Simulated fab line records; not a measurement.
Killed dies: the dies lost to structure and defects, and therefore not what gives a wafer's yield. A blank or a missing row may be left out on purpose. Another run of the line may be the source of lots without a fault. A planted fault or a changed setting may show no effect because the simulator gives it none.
Matching of chambers + flow nandHarc + 4 sister chambers for NHARC_A_CHANNEL_FILL_D2_CMP_10 on cmp-03
The step polishes, target thk 150 nm. 14 wafers are shown with their chamber, then 7 later ones without.

== WAFERS, EACH WITH ITS CHAMBER ==
| wafer  | chamber | motorCurrentA (A) | timeToEndpointS (s) | slurryFilterDpKPa (kPa) |
|--------|---------|-------------------|---------------------|-------------------------|
| L076.2 | 0       | 12.0              | 11                  | 13.13                   |
| L076.5 | 0       | 12.4              | 12                  | 13.19                   |
| L076.6 | 1       | 11.2              | 18                  | 13.46                   |
| L082.3 | 0       | 12.3              | 16                  | 13.43                   |
| L082.5 | 0       | 12.3              | 13                  | 13.49                   |
| L082.6 | 3       | 13.1              | 20                  | 13.63                   |
| L083.1 | 3       | 13.3              | 17                  | 13.47                   |
| L083.2 | 2       | 11.9              | 16                  | 13.59                   |
| L083.4 | 0       | 12.7              | 13                  | 13.48                   |
| L084.1 | 3       | 13.4              | 18                  | 13.55                   |
| L084.3 | 0       | 12.7              | 11                  | 13.64                   |
| L084.5 | 2       | 11.5              | 16                  | 13.61                   |
| L087.1 | 0       | 13.2              | 13                  | 13.68                   |
| L087.2 | 1       | 10.9              | 16                  | 13.55                   |

SIGNATURES (means of the wafers above)
| reading           | chamber 0 | chamber 1 | chamber 2 | chamber 3 | scatter within a chamber |
|-------------------|-----------|-----------|-----------|-----------|--------------------------|
| motorCurrentA     | 12.514    | 11.050    | 11.700    | 13.267    | 0.329                    |
| timeToEndpointS   | 12.71     | 17.00     | 16.00     | 18.33     | 1.55                     |
| slurryFilterDpKPa | 13.4343   | 13.5050   | 13.6000   | 13.5500   | 0.166                    |
Rule: for each reading, subtract the chamber's mean from the wafer's reading, divide by that reading's scatter and square the result; add these up over the readings and take the root, which gives the wafer's distance from the chamber. The wafer belongs to the nearest chamber; if the next one is less than 2 further off, it can't be placed. The scatter is the square root of a quotient: the sum, over the shown wafers, of each reading's squared deviation from its chamber's mean, divided by wafers minus chambers.

== WAFERS WITHOUT THEIR CHAMBER ==
| wafer  | motorCurrentA (A) | timeToEndpointS (s) | slurryFilterDpKPa (kPa) |
|--------|-------------------|---------------------|-------------------------|
| L087.6 | 11.0              | 18                  | 13.43                   |
| L095.1 | 13.2              | 18                  | 13.46                   |
| L095.2 | 10.7              | 19                  | 13.60                   |
| L095.5 | 10.3              | 19                  | 13.49                   |
| L097.1 | 11.5              | 21                  | 13.44                   |
| L097.2 | 10.8              | 19                  | 13.55                   |
| L097.3 | 12.7              | 15                  | 13.38                   |

== CHAMBER TAKEN BY EACH ==
| wafer  | from the rows above          | in truth |
|--------|------------------------------|----------|
| L087.6 | can't be placed: 1 or 2      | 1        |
| L095.1 | 3                            | 3        |
| L095.2 | can't be placed: 1 or 2      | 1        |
| L095.5 | 1                            | 1        |
| L097.1 | can't be placed: 1 or 2      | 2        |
| L097.2 | can't be placed: 1 or 2      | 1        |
| L097.3 | can't be placed: 0 or 3 or 2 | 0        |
Placed correctly: 2 of 7. Can't be placed from these rows: 5 (the true chamber is among the candidates in 5). 0 placed wrongly.
